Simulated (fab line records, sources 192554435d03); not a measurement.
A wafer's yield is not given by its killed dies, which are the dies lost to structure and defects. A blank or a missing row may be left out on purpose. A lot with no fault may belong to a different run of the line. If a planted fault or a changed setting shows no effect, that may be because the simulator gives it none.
fab line records	flow n5-finfet
record lots=24	wafers=72	last-day=18
route steps=1938 shown BEOL_M2@908
lots untouched by any fault: they come from a run of this same line in which no faults occurred
start-h: the number of hours between the record's first day and the start of the first shown wafer of the lot	wait-h: time in hours since the lot's previous step	" repeats the value in the row above	L1.1+2: several wafers, shown together as one row	- value missing, or start not given	* or withheld: withheld	< > ~ a bound
route shown NAME@n: a module of which the file shows steps, and the number in the route of the first	usual: mean and standard deviation over wafers with no fault	same: alike in all rows	chamber/n: place in a boat	sites: each site's reading	_std_site: their standard deviation	_edge_site: the outer-site mean with the inner-site mean subtracted	radius-mm: how far each site lies from the wafer's centre	mask NAME#n: copy n	behind: the most recent tool/chamber to have shaped the wafer	hold: reason for holding the lot/hours on hold/outcome of the hold	device: whichever transistor did not switch (one of n, p or np)	end of line: tests of these same wafers at the route's end	step lacking rows: just its recipe	killed: dies that structure and defects cost at the first sort, which is not the same as the wafer's yield	map: the dies of a wafer, with x for killed, . for not killed, _ for no die there
set.NAME: the run value of the setting; set.NAME@STEP: its run value at that earlier step	model.NAME: the simulator's own value behind a step, which no gauge read
steps of the route over a sample of lots; a table a step, a row a wafer
services: the hour from which a tool's chamber was out of use, counted from the record's first day as start-h (under 0 if before that day), plus the number of hours and why
## steps
# step N5_BEOL_M2_SPUTTER_81
# recipe material=Cu	target-thk-a=45	temp-c=-20	chamber-pressure-pa=0.07	power-w=withheld	time-s=8.29
# usual throttle-valve-pct=29.7/1.3
lot.wafer	tool	chamber	start-h	wait-h	throttle-valve-pct
L074.4	pvd-sputter-03	-	142.49	0.1	30.2
L074.5	"	-	"	"	30.4
L074.6	"	-	"	"	28.0
L075.2	pvd-sputter-03	-	147.40	0.1	30.7
L075.4	"	-	"	"	30.3
L075.6	"	-	"	"	28.3
L076.2	pvd-sputter-01	-	150.64	0.1	29.7
L076.3	"	-	"	"	28.4
L076.5	"	-	"	"	28.5
L077.1	pvd-sputter-01	-	153.94	0.1	28.1
L077.2	"	-	"	"	28.7
L077.5	"	-	"	"	31.4
L078.2	pvd-sputter-01	-	179.31	0.1	31.1
L078.5	"	-	"	"	31.1
L078.6	"	-	"	"	28.2
L079.3	pvd-sputter-03	-	191.15	0.1	30.6
L079.4	"	-	"	"	28.1
L079.5	"	-	"	"	30.8
L080.2	pvd-sputter-02	-	200.57	0.1	29.0
L080.5	"	-	"	"	29.2
L080.6	"	-	"	"	30.7
L081.2	pvd-sputter-01	-	200.84	0.1	29.9
L081.4	"	-	"	"	28.0
L081.5	"	-	"	"	30.8
L082.1	pvd-sputter-03	-	201.12	0.1	30.4
L082.3	"	-	"	"	30.6
L082.5	"	-	"	"	30.1
L085.1	pvd-sputter-01	-	207.15	0.1	29.9
L085.2	"	-	"	"	31.0
L085.6	"	-	"	"	28.3
L083.1	pvd-sputter-02	-	207.81	0.1	31.4
L083.3	"	-	"	"	31.1
L083.4	"	-	"	"	28.0
L084.2	pvd-sputter-01	-	211.39	0.1	28.6
L084.4	"	-	"	"	29.5
L084.6	"	-	"	"	28.2
L087.3	pvd-sputter-03	-	214.78	0.1	30.4
L087.4	"	-	"	"	27.8
L087.5	"	-	"	"	30.1
L086.3	pvd-sputter-02	-	216.57	0.1	28.6
L086.4	"	-	"	"	31.0
L086.5	"	-	"	"	30.6
L088.2	pvd-sputter-02	-	230.89	0.1	28.4
L088.4	"	-	"	"	31.0
L088.5	"	-	"	"	31.1
L089.2	pvd-sputter-02	-	239.73	0.1	28.2
L089.3	"	-	"	"	31.3
L089.5	"	-	"	"	31.1
L090.3	pvd-sputter-02	-	247.31	0.1	27.7
L090.4	"	-	"	"	31.2
L090.5	"	-	"	"	29.0
L092.1	pvd-sputter-02	-	251.17	0.1	27.9
L092.2	"	-	"	"	28.9
L092.3	"	-	"	"	31.2
L093.2	pvd-sputter-02	-	256.03	0.1	28.0
L093.3	"	-	"	"	31.5
L093.4	"	-	"	"	31.0
L091.1	pvd-sputter-02	-	259.57	0.1	28.2
L091.2	"	-	"	"	31.5
L091.3	"	-	"	"	29.0
L094.1	pvd-sputter-01	-	272.29	0.1	28.1
L094.5	"	-	"	"	28.1
L094.6	"	-	"	"	29.6
L095.2	pvd-sputter-02	-	275.73	0.1	28.8
L095.3	"	-	"	"	30.9
L095.4	"	-	"	"	31.2
L097.2	pvd-sputter-03	-	279.68	0.1	30.3
L097.4	"	-	"	"	28.2
L097.5	"	-	"	"	30.1
L096.1	pvd-sputter-02	-	285.96	0.1	29.2
L096.2	"	-	"	"	31.1
L096.4	"	-	"	"	28.1
# step N5_BEOL_M2_ANNEAL_82
# recipe temp-c=400	time-s=240	ambient=vacuum
# usual heater-power-w=854/100
lot.wafer	tool	chamber	start-h	wait-h	heater-power-w
L074.4	pvd-sputter-03	-	142.57	0.0	902
L074.5	"	-	"	"	872
L074.6	"	-	"	"	746
L075.2	pvd-sputter-03	-	147.48	0.0	785
L075.4	"	-	"	"	869
L075.6	"	-	"	"	741
L076.2	pvd-sputter-01	-	150.72	0.0	804
L076.3	"	-	"	"	873
L076.5	"	-	"	"	841
L077.1	pvd-sputter-01	-	154.02	0.0	827
L077.2	"	-	"	"	893
L077.5	"	-	"	"	937
L078.2	pvd-sputter-01	-	179.39	0.0	933
L078.5	"	-	"	"	918
L078.6	"	-	"	"	858
L079.3	pvd-sputter-03	-	191.23	0.0	885
L079.4	"	-	"	"	724
L079.5	"	-	"	"	781
L080.2	pvd-sputter-02	-	200.65	0.0	703
L080.5	"	-	"	"	702
L080.6	"	-	"	"	801
L081.2	pvd-sputter-01	-	200.92	0.0	810
L081.4	"	-	"	"	842
L081.5	"	-	"	"	919
L082.1	pvd-sputter-03	-	201.20	0.0	886
L082.3	"	-	"	"	806
L082.5	"	-	"	"	924
L085.1	pvd-sputter-01	-	207.23	0.0	822
L085.2	"	-	"	"	904
L085.6	"	-	"	"	829
L083.1	pvd-sputter-02	-	207.89	0.0	923
L083.3	"	-	"	"	783
L083.4	"	-	"	"	1043
L084.2	pvd-sputter-01	-	211.47	0.0	899
L084.4	"	-	"	"	809
L084.6	"	-	"	"	822
L087.3	pvd-sputter-03	-	214.86	0.0	913
L087.4	"	-	"	"	750
L087.5	"	-	"	"	901
L086.3	pvd-sputter-02	-	216.65	0.0	700
L086.4	"	-	"	"	931
L086.5	"	-	"	"	774
L088.2	pvd-sputter-02	-	230.97	0.0	1060
L088.4	"	-	"	"	780
L088.5	"	-	"	"	780
L089.2	pvd-sputter-02	-	239.81	0.0	1066
L089.3	"	-	"	"	775
L089.5	"	-	"	"	772
L090.3	pvd-sputter-02	-	247.39	0.0	1057
L090.4	"	-	"	"	920
L090.5	"	-	"	"	684
L092.1	pvd-sputter-02	-	251.25	0.0	1025
L092.2	"	-	"	"	701
L092.3	"	-	"	"	777
L093.2	pvd-sputter-02	-	256.11	0.0	1043
L093.3	"	-	"	"	898
L093.4	"	-	"	"	787
L091.1	pvd-sputter-02	-	259.65	0.0	1054
L091.2	"	-	"	"	909
L091.3	"	-	"	"	687
L094.1	pvd-sputter-01	-	272.37	0.0	818
L094.5	"	-	"	"	821
L094.6	"	-	"	"	806
L095.2	pvd-sputter-02	-	275.81	0.0	702
L095.3	"	-	"	"	786
L095.4	"	-	"	"	930
L097.2	pvd-sputter-03	-	279.76	0.0	906
L097.4	"	-	"	"	740
L097.5	"	-	"	"	897
L096.1	pvd-sputter-02	-	286.04	0.0	700
L096.2	"	-	"	"	783
L096.4	"	-	"	"	1042
# step N5_BEOL_M2_ANNEAL_89
# recipe temp-c=400	time-s=240	ambient=vacuum
# usual heater-power-w=854/100
lot.wafer	tool	chamber	start-h	wait-h	heater-power-w
L074.4	pvd-sputter-03	-	143.01	0.0	911
L074.5	"	-	"	"	905
L074.6	"	-	"	"	737
L075.2	pvd-sputter-03	-	147.92	0.0	786
L075.4	"	-	"	"	887
L075.6	"	-	"	"	739
L076.2	pvd-sputter-01	-	151.16	0.0	792
L076.3	"	-	"	"	930
L076.5	"	-	"	"	825
L077.1	pvd-sputter-01	-	154.46	0.0	845
L077.2	"	-	"	"	905
L077.5	"	-	"	"	944
L078.2	pvd-sputter-01	-	179.83	0.0	944
L078.5	"	-	"	"	927
L078.6	"	-	"	"	841
L079.3	pvd-sputter-03	-	191.67	0.0	900
L079.4	"	-	"	"	739
L079.5	"	-	"	"	794
L080.2	pvd-sputter-02	-	201.09	0.0	709
L080.5	"	-	"	"	693
L080.6	"	-	"	"	759
L081.2	pvd-sputter-01	-	201.36	0.0	794
L081.4	"	-	"	"	841
L081.5	"	-	"	"	931
L082.1	pvd-sputter-03	-	201.64	0.0	894
L082.3	"	-	"	"	792
L082.5	"	-	"	"	890
L085.1	pvd-sputter-01	-	207.67	0.0	798
L085.2	"	-	"	"	944
L085.6	"	-	"	"	851
L083.1	pvd-sputter-02	-	208.33	0.0	928
L083.3	"	-	"	"	785
L083.4	"	-	"	"	1064
L084.2	pvd-sputter-01	-	211.91	0.0	876
L084.4	"	-	"	"	821
L084.6	"	-	"	"	837
L087.3	pvd-sputter-03	-	215.30	0.0	915
L087.4	"	-	"	"	722
L087.5	"	-	"	"	908
L086.3	pvd-sputter-02	-	217.09	0.0	704
L086.4	"	-	"	"	939
L086.5	"	-	"	"	803
L088.2	pvd-sputter-02	-	231.41	0.0	1071
L088.4	"	-	"	"	779
L088.5	"	-	"	"	786
L089.2	pvd-sputter-02	-	240.25	0.0	1059
L089.3	"	-	"	"	778
L089.5	"	-	"	"	782
L090.3	pvd-sputter-02	-	247.83	0.0	1067
L090.4	"	-	"	"	929
L090.5	"	-	"	"	687
L092.1	pvd-sputter-02	-	251.69	0.0	1066
L092.2	"	-	"	"	702
L092.3	"	-	"	"	775
L093.2	pvd-sputter-02	-	256.55	0.0	1022
L093.3	"	-	"	"	900
L093.4	"	-	"	"	803
L091.1	pvd-sputter-02	-	260.09	0.0	1065
L091.2	"	-	"	"	915
L091.3	"	-	"	"	710
L094.1	pvd-sputter-01	-	272.81	0.0	859
L094.5	"	-	"	"	822
L094.6	"	-	"	"	787
L095.2	pvd-sputter-02	-	276.25	0.0	725
L095.3	"	-	"	"	778
L095.4	"	-	"	"	885
L097.2	pvd-sputter-03	-	280.20	0.0	859
L097.4	"	-	"	"	734
L097.5	"	-	"	"	869
L096.1	pvd-sputter-02	-	286.48	0.0	696
L096.2	"	-	"	"	792
L096.4	"	-	"	"	1042
# step N5_BEOL_M2_SPUTTER_94
# recipe material=Cu	target-thk-a=45	temp-c=-20	chamber-pressure-pa=0.07	power-w=withheld	time-s=8.29
# usual throttle-valve-pct=29.7/1.2
lot.wafer	tool	chamber	start-h	wait-h	throttle-valve-pct
L074.4	pvd-sputter-03	-	143.59	0.1	30.0
L074.5	"	-	"	"	29.9
L074.6	"	-	"	"	27.7
L075.2	pvd-sputter-03	-	148.50	0.1	30.8
L075.4	"	-	"	"	30.4
L075.6	"	-	"	"	27.8
L076.2	pvd-sputter-01	-	151.74	0.1	29.8
L076.3	"	-	"	"	28.3
L076.5	"	-	"	"	28.0
L077.1	pvd-sputter-01	-	155.04	0.1	28.2
L077.2	"	-	"	"	28.4
L077.5	"	-	"	"	31.0
L078.2	pvd-sputter-01	-	180.41	0.1	30.8
L078.5	"	-	"	"	31.1
L078.6	"	-	"	"	28.3
L079.3	pvd-sputter-03	-	192.25	0.1	30.4
L079.4	"	-	"	"	28.0
L079.5	"	-	"	"	30.5
L080.2	pvd-sputter-02	-	201.67	0.1	28.9
L080.5	"	-	"	"	28.8
L080.6	"	-	"	"	31.0
L081.2	pvd-sputter-01	-	201.94	0.1	29.7
L081.4	"	-	"	"	28.4
L081.5	"	-	"	"	31.0
L082.1	pvd-sputter-03	-	202.22	0.1	30.4
L082.3	"	-	"	"	30.8
L082.5	"	-	"	"	30.2
L085.1	pvd-sputter-01	-	208.25	0.1	29.9
L085.2	"	-	"	"	30.9
L085.6	"	-	"	"	28.2
L083.1	pvd-sputter-02	-	208.91	0.1	31.4
L083.3	"	-	"	"	31.0
L083.4	"	-	"	"	28.2
L084.2	pvd-sputter-01	-	212.49	0.1	28.4
L084.4	"	-	"	"	29.6
L084.6	"	-	"	"	28.2
L087.3	pvd-sputter-03	-	215.88	0.1	30.6
L087.4	"	-	"	"	27.9
L087.5	"	-	"	"	30.2
L086.3	pvd-sputter-02	-	217.67	0.1	29.0
L086.4	"	-	"	"	31.2
L086.5	"	-	"	"	31.2
L088.2	pvd-sputter-02	-	231.99	0.1	28.1
L088.4	"	-	"	"	30.8
L088.5	"	-	"	"	31.3
L089.2	pvd-sputter-02	-	240.83	0.1	28.0
L089.3	"	-	"	"	30.8
L089.5	"	-	"	"	30.7
L090.3	pvd-sputter-02	-	248.41	0.1	27.9
L090.4	"	-	"	"	31.4
L090.5	"	-	"	"	29.0
L092.1	pvd-sputter-02	-	252.27	0.1	28.3
L092.2	"	-	"	"	29.2
L092.3	"	-	"	"	30.6
L093.2	pvd-sputter-02	-	257.13	0.1	28.3
L093.3	"	-	"	"	31.3
L093.4	"	-	"	"	31.0
L091.1	pvd-sputter-02	-	260.67	0.1	28.0
L091.2	"	-	"	"	31.2
L091.3	"	-	"	"	28.8
L094.1	pvd-sputter-01	-	273.39	0.1	28.1
L094.5	"	-	"	"	28.1
L094.6	"	-	"	"	29.7
L095.2	pvd-sputter-02	-	276.83	0.1	28.9
L095.3	"	-	"	"	30.9
L095.4	"	-	"	"	31.3
L097.2	pvd-sputter-03	-	280.78	0.1	30.6
L097.4	"	-	"	"	28.0
L097.5	"	-	"	"	30.2
L096.1	pvd-sputter-02	-	287.06	0.1	29.1
L096.2	"	-	"	"	30.9
L096.4	"	-	"	"	28.0
# step N5_BEOL_M2_SPUTTER_96
# recipe material=Cu	target-thk-a=45	temp-c=-20	chamber-pressure-pa=0.07	power-w=withheld	time-s=8.29
# usual throttle-valve-pct=29.7/1.2
lot.wafer	tool	chamber	start-h	wait-h	throttle-valve-pct
L074.4	pvd-sputter-03	-	143.81	0.1	29.8
L074.5	"	-	"	"	30.3
L074.6	"	-	"	"	28.1
L075.2	pvd-sputter-03	-	148.72	0.1	30.9
L075.4	"	-	"	"	30.4
L075.6	"	-	"	"	28.1
L076.2	pvd-sputter-01	-	151.96	0.1	29.7
L076.3	"	-	"	"	28.5
L076.5	"	-	"	"	28.0
L077.1	pvd-sputter-01	-	155.26	0.1	27.8
L077.2	"	-	"	"	28.3
L077.5	"	-	"	"	31.0
L078.2	pvd-sputter-01	-	180.63	0.1	30.6
L078.5	"	-	"	"	30.8
L078.6	"	-	"	"	28.3
L079.3	pvd-sputter-03	-	192.47	0.1	30.5
L079.4	"	-	"	"	28.1
L079.5	"	-	"	"	30.7
L080.2	pvd-sputter-02	-	201.89	0.1	28.9
L080.5	"	-	"	"	29.2
L080.6	"	-	"	"	30.8
L081.2	pvd-sputter-01	-	202.16	0.1	29.6
L081.4	"	-	"	"	28.2
L081.5	"	-	"	"	30.9
L082.1	pvd-sputter-03	-	202.44	0.1	30.3
L082.3	"	-	"	"	30.8
L082.5	"	-	"	"	30.2
L085.1	pvd-sputter-01	-	208.47	0.1	29.6
L085.2	"	-	"	"	30.9
L085.6	"	-	"	"	28.3
L083.1	pvd-sputter-02	-	209.13	0.1	31.1
L083.3	"	-	"	"	31.0
L083.4	"	-	"	"	28.0
L084.2	pvd-sputter-01	-	212.71	0.1	28.4
L084.4	"	-	"	"	29.8
L084.6	"	-	"	"	27.8
L087.3	pvd-sputter-03	-	216.10	0.1	30.0
L087.4	"	-	"	"	28.2
L087.5	"	-	"	"	30.4
L086.3	pvd-sputter-02	-	217.89	0.1	28.8
L086.4	"	-	"	"	31.0
L086.5	"	-	"	"	30.8
L088.2	pvd-sputter-02	-	232.21	0.1	28.1
L088.4	"	-	"	"	30.5
L088.5	"	-	"	"	31.0
L089.2	pvd-sputter-02	-	241.05	0.1	28.3
L089.3	"	-	"	"	31.3
L089.5	"	-	"	"	30.9
L090.3	pvd-sputter-02	-	248.63	0.1	27.8
L090.4	"	-	"	"	30.9
L090.5	"	-	"	"	29.3
L092.1	pvd-sputter-02	-	252.49	0.1	28.2
L092.2	"	-	"	"	29.1
L092.3	"	-	"	"	30.8
L093.2	pvd-sputter-02	-	257.35	0.1	28.0
L093.3	"	-	"	"	31.4
L093.4	"	-	"	"	30.9
L091.1	pvd-sputter-02	-	260.89	0.1	28.2
L091.2	"	-	"	"	31.2
L091.3	"	-	"	"	28.9
L094.1	pvd-sputter-01	-	273.61	0.1	28.1
L094.5	"	-	"	"	28.1
L094.6	"	-	"	"	29.9
L095.2	pvd-sputter-02	-	277.05	0.1	28.9
L095.3	"	-	"	"	31.1
L095.4	"	-	"	"	31.2
L097.2	pvd-sputter-03	-	281.00	0.1	30.6
L097.4	"	-	"	"	27.7
L097.5	"	-	"	"	30.3
L096.1	pvd-sputter-02	-	287.28	0.1	28.7
L096.2	"	-	"	"	30.9
L096.4	"	-	"	"	28.2
# step N5_BEOL_M2_ANNEAL_51
# recipe temp-c=225	time-s=90	ambient=N2
# usual anneal-temp-c=225.00/0.14	wafer_temp_C_max=225.87/0.23
lot.wafer	tool	chamber	start-h	wait-h	anneal-temp-c	wafer_temp_C_max
L074.4	rtp-anneal-01	0	144.15	0.2	225.08	225.94
L074.5	"	0	"	"	225.22	225.69
L074.6	"	0	"	"	225.18	225.80
L075.2	rtp-anneal-01	0	148.96	0.1	224.65	225.83
L075.4	"	0	"	"	225.06	225.88
L075.6	"	0	"	"	224.83	225.59
L076.2	rtp-anneal-02	0	152.20	0.1	225.01	226.06
L076.3	"	0	"	"	225.04	225.88
L076.5	"	0	"	"	224.94	225.55
L077.1	rtp-anneal-01	0	155.56	0.2	224.88	225.92
L077.2	"	0	"	"	224.93	226.03
L077.5	"	0	"	"	225.08	225.92
L078.2	rtp-anneal-02	0	180.87	0.1	224.93	226.29
L078.5	"	0	"	"	224.96	225.91
L078.6	"	0	"	"	224.79	225.90
L079.3	rtp-anneal-01	0	192.76	0.1	224.75	226.00
L079.4	"	0	"	"	224.74	226.24
L079.5	"	0	"	"	224.88	225.94
L080.2	rtp-anneal-01	0	202.13	0.1	225.15	226.20
L080.5	"	0	"	"	224.96	225.77
L080.6	"	0	"	"	225.06	225.82
L081.2	rtp-anneal-02	0	202.40	0.1	224.95	225.67
L081.4	"	0	"	"	224.84	226.00
L081.5	"	0	"	"	224.81	225.87
L082.1	rtp-anneal-01	0	202.64	0.1	225.25	226.01
L082.3	"	0	"	"	224.99	226.20
L082.5	"	0	"	"	225.08	226.23
L085.1	rtp-anneal-02	0	208.67	0.1	225.39	226.13
L085.2	"	0	"	"	225.03	225.96
L085.6	"	0	"	"	225.17	225.80
L083.1	rtp-anneal-02	0	209.33	0.1	225.07	226.17
L083.3	"	0	"	"	224.97	225.66
L083.4	"	0	"	"	225.20	226.16
L084.2	rtp-anneal-01	0	212.95	0.1	224.71	225.86
L084.4	"	0	"	"	224.80	225.94
L084.6	"	0	"	"	224.90	225.90
L087.3	rtp-anneal-01	0	216.38	0.1	224.95	225.74
L087.4	"	0	"	"	224.85	225.83
L087.5	"	0	"	"	225.22	225.58
L086.3	rtp-anneal-01	0	218.18	0.1	224.89	225.97
L086.4	"	0	"	"	224.95	226.65
L086.5	"	0	"	"	224.81	226.34
L088.2	rtp-anneal-01	0	232.74	0.4	225.04	225.79
L088.4	"	0	"	"	224.99	225.78
L088.5	"	0	"	"	225.01	225.49
L089.2	rtp-anneal-02	0	241.51	0.3	225.27	225.98
L089.3	"	0	"	"	225.04	225.50
L089.5	"	0	"	"	224.95	225.97
L090.3	rtp-anneal-01	0	248.92	0.1	224.78	226.11
L090.4	"	0	"	"	224.88	226.10
L090.5	"	0	"	"	225.07	225.86
L092.1	rtp-anneal-01	0	252.95	0.3	225.11	225.72
L092.2	"	0	"	"	224.84	226.31
L092.3	"	0	"	"	225.01	226.10
L093.2	rtp-anneal-02	0	257.59	0.1	225.15	226.05
L093.3	"	0	"	"	225.07	225.82
L093.4	"	0	"	"	225.00	225.89
L091.1	rtp-anneal-02	0	261.09	0.1	225.23	225.63
L091.2	"	0	"	"	225.02	225.90
L091.3	"	0	"	"	225.15	225.76
L094.1	rtp-anneal-02	0	273.80	0.1	224.83	225.85
L094.5	"	0	"	"	224.96	225.94
L094.6	"	0	"	"	224.86	225.84
L095.2	rtp-anneal-02	0	277.29	0.1	224.68	225.52
L095.3	"	0	"	"	225.12	225.64
L095.4	"	0	"	"	224.99	225.66
L097.2	rtp-anneal-02	0	281.24	0.1	224.93	225.51
L097.4	"	0	"	"	225.19	225.50
L097.5	"	0	"	"	225.03	225.53
L096.1	rtp-anneal-02	0	287.48	0.1	225.05	225.66
L096.2	"	0	"	"	224.76	225.86
L096.4	"	0	"	"	224.97	225.67
## services
tool	chamber	start-h	hours	kind
pvd-sputter-03	-	137.72	2.9	repair
pvd-sputter-03	-	164.10	7.1	repair
rtp-anneal-01	-	243.40	3.5	pm
## key
fault none
